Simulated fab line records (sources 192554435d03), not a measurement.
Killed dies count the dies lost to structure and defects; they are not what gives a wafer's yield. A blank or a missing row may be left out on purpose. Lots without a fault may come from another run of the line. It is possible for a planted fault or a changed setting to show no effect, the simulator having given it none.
Which of the tools did it?	flow n5-finfet	72 wafers from 24 lots sampled at 6 of the route's 1938 steps

## WHAT EACH GAUGE READ, for each wafer
N5_BEOL_M7_THK_MEAS_01. Usual: M7_ILD_THK 153.8 nm, standard deviation 2.4.
lot	measured	on	M7_ILD_THK (nm)	flag
L074	day 9 08:37	film-metro-02	151.0 152.1 154.8	
L076	day 9 22:29	film-metro-02	152.5 155.3 154.7	
L078	day 10 00:01	film-metro-01	155.2 152.4 153.0	
L075	day 10 00:25	film-metro-02	157.2 154.3 155.1	
L077	day 10 11:22	film-metro-02	153.2 155.6 151.7	
L081	day 10 13:23	film-metro-02	151.6 152.1 154.8	
L080	day 10 20:47	film-metro-02	152.4 156.8 153.1	
L079	day 11 07:55	film-metro-01	152.7 153.7 153.7	
L084	day 12 04:04	film-metro-02	150.7 153.9 153.1	
L083	day 12 04:51	film-metro-02	149.8 152.6 156.0	
L082	day 12 05:49	film-metro-02	156.9 151.7 157.7	
L086	day 12 09:47	film-metro-01	151.3 153.9 155.6	
L088	day 12 12:46	film-metro-02	152.7 154.8 152.2	
L085	day 12 12:58	film-metro-01	148.9 156.1 151.7	
L089	day 12 18:21	film-metro-01	155.4 153.4 155.9	
L087	day 12 19:18	film-metro-02	152.4 154.7 159.0	
L090	day 13 03:26	film-metro-01	155.6 153.2 153.6	
L091	day 13 07:04	film-metro-01	152.2 149.9 156.0	
L092	day 14 02:17	film-metro-01	154.6 156.5 156.6	
L093	day 14 14:25	film-metro-01	147.4 148.8 154.7	
L097	day 14 19:52	film-metro-01	150.0 155.4 153.1	
L096	day 15 01:29	film-metro-02	153.0 150.7 152.9	
L094	day 15 03:37	film-metro-02	153.3 153.9 153.3	
L095	day 15 22:23	film-metro-01	151.9 150.9 153.0	

N5_BEOL_M7_INSPECT_13: inspects for defects (brightfield). Usual: raw-defect-count reads 396 (standard deviation 110).
lot	measured	on	raw-defect-count	flag
L074	day 9 11:01	defect-inspect-01	400 359 320	
L076	day 9 23:25	defect-inspect-01	332 351 293	
L078	day 10 01:29	defect-inspect-01	336 294 293	
L075	day 10 01:43	defect-inspect-01	260 431 311	
L077	day 10 12:08	defect-inspect-02	369 336 347	
L081	day 10 14:44	defect-inspect-02	474 503 320	
L080	day 10 22:25	defect-inspect-01	454 324 363	
L079	day 11 08:45	defect-inspect-01	348 271 251	
L084	day 12 05:01	defect-inspect-02	283 240 257	
L083	day 12 05:49	defect-inspect-02	552 589 527	
L082	day 12 08:19	defect-inspect-01	269 420 222	
L086	day 12 10:53	defect-inspect-02	400 516 419	
L088	day 12 13:17	defect-inspect-01	399 425 335	
L085	day 12 15:35	defect-inspect-02	526 504 589	
L089	day 12 19:44	defect-inspect-01	323 327 360	
L087	day 12 20:53	defect-inspect-01	267 255 296	
L090	day 13 04:50	defect-inspect-01	452 317 210	
L091	day 13 08:44	defect-inspect-01	336 236 408	
L092	day 14 04:26	defect-inspect-02	526 699 654	
L093	day 14 16:29	defect-inspect-01	437 378 331	
L097	day 14 22:17	defect-inspect-02	533 734 680	
L096	day 15 04:48	defect-inspect-02	507 533 318	
L094	day 15 05:16	defect-inspect-01	411 447 344	
L095	day 16 00:07	defect-inspect-02	420 406 339	

N5_BEOL_M7_INSPECT_30: inspects for defects (brightfield). Usual: raw-defect-count reads 395 (standard deviation 100).
lot	measured	on	raw-defect-count	flag
L074	day 9 14:21	defect-inspect-01	408 374 319	
L076	day 10 00:28	defect-inspect-01	356 317 317	
L078	day 10 03:25	defect-inspect-01	321 296 272	
L075	day 10 03:36	defect-inspect-01	264 422 324	
L077	day 10 13:18	defect-inspect-02	369 312 375	
L081	day 10 16:52	defect-inspect-02	483 488 326	
L080	day 10 23:27	defect-inspect-01	461 367 350	
L079	day 11 09:53	defect-inspect-01	342 270 265	
L084	day 12 09:45	defect-inspect-02	291 222 277	
L083	day 12 09:35	defect-inspect-01	458 509 455	
L082	day 12 09:47	defect-inspect-01	249 419 260	
L086	day 12 11:53	defect-inspect-02	392 538 409	
L088	day 12 14:34	defect-inspect-01	393 424 338	
L085	day 12 16:28	defect-inspect-01	415 444 487	
L089	day 12 20:37	defect-inspect-01	319 340 369	
L087	day 12 23:29	defect-inspect-01	257 266 309	
L090	day 13 05:52	defect-inspect-02	521 385 282	
L091	day 13 11:14	defect-inspect-01	314 219 417	
L092	day 14 08:11	defect-inspect-02	528 664 683	
L093	day 14 17:22	defect-inspect-02	514 470 408	
L097	day 14 23:47	defect-inspect-01	511 664 588	
L096	day 15 07:25	defect-inspect-02	513 493 303	
L094	day 15 07:31	defect-inspect-02	477 503 436	
L095	day 16 04:28	defect-inspect-01	374 347 288	

## WHAT TOOL EACH LOT RAN ON (gives the tool, then ch and the chambers of the sampled wafers, and finally the start)
lot	N5_BEOL_M6_ETCH_41	N5_BEOL_M6_SURFACE_TREAT_79	N5_BEOL_M6_CMP_52
L074	rie-diel-01 ch 1,2,3, day 9 06:44 or earlier	pvd-sputter-03, day 9 06:44	cmp-04 ch 1,2, day 9 07:33
L076	rie-diel-05 ch 0,3, day 9 19:17 or earlier	pvd-sputter-01, day 9 19:17	cmp-04 ch 1,2,3, day 9 21:27
L078	rie-diel-01 ch 0,1,2, day 9 22:06 or earlier	pvd-sputter-02, day 9 22:06	cmp-04 ch 0,1,3, day 9 22:57
L075	rie-diel-06 ch 1,2,3, day 9 22:16 or earlier	pvd-sputter-02, day 9 22:16	cmp-01 ch 0,1,3, day 9 23:23
L077	rie-diel-06 ch 0,2,3, day 10 09:25 or earlier	pvd-sputter-03, day 10 09:25	cmp-02 ch 0,2,3, day 10 10:22
L081	rie-diel-06 ch 2,3, day 10 11:02 or earlier	pvd-sputter-02, day 10 11:02	cmp-02 ch 0,2,3, day 10 12:23
L080	rie-diel-01 ch 1,2,3, day 10 18:28 or earlier	pvd-sputter-01, day 10 18:28	cmp-04 ch 0,1,3, day 10 19:48
L079	rie-diel-01 ch 1,2,3, day 11 04:17 or earlier	pvd-sputter-01, day 11 04:17	cmp-01 ch 1,2,3, day 11 06:58
L084	rie-diel-01 ch 0,2, day 12 02:12 or earlier	pvd-sputter-01, day 12 02:12	cmp-01 ch 0,2, day 12 03:00
L083	rie-diel-05 ch 1,2,3, day 12 02:28 or earlier	pvd-sputter-03, day 12 02:28	cmp-01 ch 0,2, day 12 03:38
L082	rie-diel-01 ch 1,2,3, day 12 03:04 or earlier	pvd-sputter-02, day 12 03:04	cmp-02 ch 0,1,2, day 12 04:44
L086	rie-diel-01 ch 0,2, day 12 07:41 or earlier	pvd-sputter-01, day 12 07:41	cmp-02 ch 1,3, day 12 08:46
L088	rie-diel-05 ch 0,1,2, day 12 10:53 or earlier	pvd-sputter-03, day 12 10:53	cmp-01 ch 0,2,3, day 12 11:42
L085	rie-diel-06 ch 0,1,2, day 12 10:57 or earlier	pvd-sputter-01, day 12 10:57	cmp-04 ch 1,2, day 12 11:54
L089	rie-diel-05 ch 1,2, day 12 16:22 or earlier	pvd-sputter-01, day 12 16:22	cmp-04 ch 0,1,2, day 12 17:22
L087	rie-diel-06 ch 0,1,3, day 12 16:25 or earlier	pvd-sputter-01, day 12 16:25	cmp-02 ch 0,1, day 12 17:34
L090	rie-diel-01 ch 1,3, day 13 01:36 or earlier	pvd-sputter-01, day 13 01:36	cmp-02 ch 1,2, day 13 02:24
L091	rie-diel-05 ch 2,3, day 13 04:34 or earlier	pvd-sputter-01, day 13 04:34	cmp-01 ch 0,2,3, day 13 05:30
L092	rie-diel-06 ch 0,1,3, day 14 00:31 or earlier	pvd-sputter-03, day 14 00:31	cmp-02 ch 0,1,3, day 14 01:17
L093	rie-diel-06 ch 0,2, day 14 10:02 or earlier	pvd-sputter-03, day 14 10:02	cmp-02 ch 0,2,3, day 14 13:20
L097	rie-diel-05 ch 0,3, day 14 17:56 or earlier	pvd-sputter-03, day 14 17:56	cmp-01 ch 0,1, day 14 18:48
L096	rie-diel-06 ch 0,2,3, day 14 22:21 or earlier	pvd-sputter-03, day 14 22:21	cmp-04 ch 2,3, day 15 00:25
L094	rie-diel-01 ch 0,1,3, day 15 01:26 or earlier	pvd-sputter-03, day 15 01:26	cmp-01 ch 0,1,2, day 15 02:35
L095	rie-diel-06 ch 1,2,3, day 15 20:11 or earlier	pvd-sputter-02, day 15 20:11	cmp-02 ch 0,3, day 15 21:18
- N5_BEOL_M6_ETCH_41: etches SiCN in CH3F/O2, target depth 29.7 nm, time 52 s.
- N5_BEOL_M6_SURFACE_TREAT_79
- N5_BEOL_M6_CMP_52: polishes, stops on SiCOH lowk, t overpolish 6.9 s, target thk 80 nm.

## AS READ BY THE TOOLS THEMSELVES (means over the sampled wafers that have a number; for cases with no such wafer, the mark the record gives instead)
N5_BEOL_M6_ETCH_41. Usual: drypump-motor-current-A 5.6 A, standard deviation 0.43; oes-product-au 0.77 a.u., standard deviation 0.083; rf-vpp-V 297.3 V, standard deviation 1.6; showerhead-plenum-p-Torr 2.00 Torr, standard deviation 0.066; throttle-valve-pct 16.30 %, standard deviation 0.21.
lot	tool	drypump-motor-current-A (A)	oes-product-au (a.u.)	rf-vpp-V (V)	showerhead-plenum-p-Torr (Torr)	throttle-valve-pct (%)	flag
L074	rie-diel-01	6.0	0.74	296.7	2.01	16.25	
L076	rie-diel-05	5.3	0.80	296.9	1.96	16.27	
L078	rie-diel-01	5.5	0.74	296.8	2.00	16.39	
L075	rie-diel-06	5.7	0.84	297.7	2.00	16.24	
L077	rie-diel-06	5.6	0.78	296.6	1.98	16.37	
L081	rie-diel-06	5.6	0.77	298.3	2.04	16.33	
L080	rie-diel-01	6.0	0.72	296.9	2.00	16.30	
L079	rie-diel-01	6.0	0.72	296.9	2.00	16.29	
L084	rie-diel-01	5.3	0.77	297.7	2.03	16.23	
L083	rie-diel-05	5.2	0.78	297.0	2.04	16.24	
L082	rie-diel-01	6.0	0.72	298.2	2.00	16.31	
L086	rie-diel-01	5.2	0.73	298.8	2.03	16.35	
L088	rie-diel-05	5.3	0.83	298.0	2.04	16.18	
L085	rie-diel-06	5.7	0.82	295.9	1.94	16.32	
L089	rie-diel-05	5.2	0.77	298.9	2.09	16.21	
L087	rie-diel-06	5.5	0.78	296.9	1.98	16.34	
L090	rie-diel-01	6.4	0.67	296.7	2.00	16.35	
L091	rie-diel-05	5.1	0.73	297.6	2.03	16.36	
L092	rie-diel-06	5.5	0.77	296.4	1.97	16.35	
L093	rie-diel-06	5.8	0.78	296.3	1.93	16.43	
L097	rie-diel-05	5.3	0.85	296.1	1.94	16.18	
L096	rie-diel-06	5.6	0.74	296.6	1.97	16.44	
L094	rie-diel-01	5.9	0.85	296.4	1.99	16.18	
L095	rie-diel-06	5.6	0.78	297.1	1.98	16.34	

N5_BEOL_M6_CMP_52. Usual: barrier-field-endpoint-s 29.3 s, standard deviation 0.82; motor-current-A 5.8 A, standard deviation 0.58; overpolish-run-s 6.900 s, standard deviation 0.0094; pad-life-wafers 885, standard deviation 620; retaining-ring-pressure-frac 1.000, standard deviation 0.0051; time-to-endpoint-s 64 s, standard deviation 3.6.
lot	tool	barrier-field-endpoint-s (s)	motor-current-A (A)	overpolish-run-s (s)	pad-life-wafers	retaining-ring-pressure-frac	time-to-endpoint-s (s)	flag
L074	cmp-04	30.0	6.2	6.901	264	1.001	66	
L076	cmp-04	29.1	6.0	6.909	416	1.000	66	
L078	cmp-04	28.4	6.0	6.909	439	0.995	62	
L075	cmp-01	29.3	5.5	6.913	8	1.001	64	
L077	cmp-02	28.9	5.6	6.898	1466	0.999	64	
L081	cmp-02	28.8	5.4	6.902	1490	0.997	65	
L080	cmp-04	29.3	6.0	6.905	614	0.995	61	
L079	cmp-01	28.6	5.7	6.907	321	0.999	61	
L084	cmp-01	28.8	5.5	6.907	475	0.994	64	
L083	cmp-01	29.7	5.8	6.895	482	0.997	66	
L082	cmp-02	29.6	5.9	6.896	1873	0.999	65	
L086	cmp-02	29.4	5.3	6.897	1904	0.998	65	
L088	cmp-01	29.5	6.1	6.894	541	1.002	61	
L085	cmp-04	29.8	6.2	6.901	936	1.000	66	
L089	cmp-04	30.0	6.2	6.900	986	1.001	64	
L087	cmp-02	29.0	6.1	6.893	1982	0.999	63	
L090	cmp-02	29.4	6.4	6.895	2060	1.002	60	
L091	cmp-01	28.7	5.9	6.899	704	0.997	60	
L092	cmp-02	29.9	5.5	6.898	116	1.002	67	
L093	cmp-02	28.8	5.4	6.900	212	0.994	64	
L097	cmp-01	28.9	5.0	6.906	998	0.998	64	
L096	cmp-04	29.7	6.3	6.890	1440	1.001	66	
L094	cmp-01	28.9	5.4	6.899	1052	0.998	66	
L095	cmp-02	30.2	4.9	6.894	470	0.997	68	

## THE ANSWER, worked out from the rows above alone
Rule: a lot is off if the mean of its wafers that have a number lies more than 3 standard deviations from the usual mean. Also off: a lot with no number at a reading for which 4 or more lots have one. The other lots that the step has rows for count as sound. The gauges are gone through in route order, then the tools' own readings, and for those a lot's mean is taken as printed above. At the first step where some lot is off, the reading lying furthest off is the one used; lots without a number count as furthest.
None of the lots is off at any reading shown; this tells nothing.

## WHAT THE SIMULATOR HAD INSERTED
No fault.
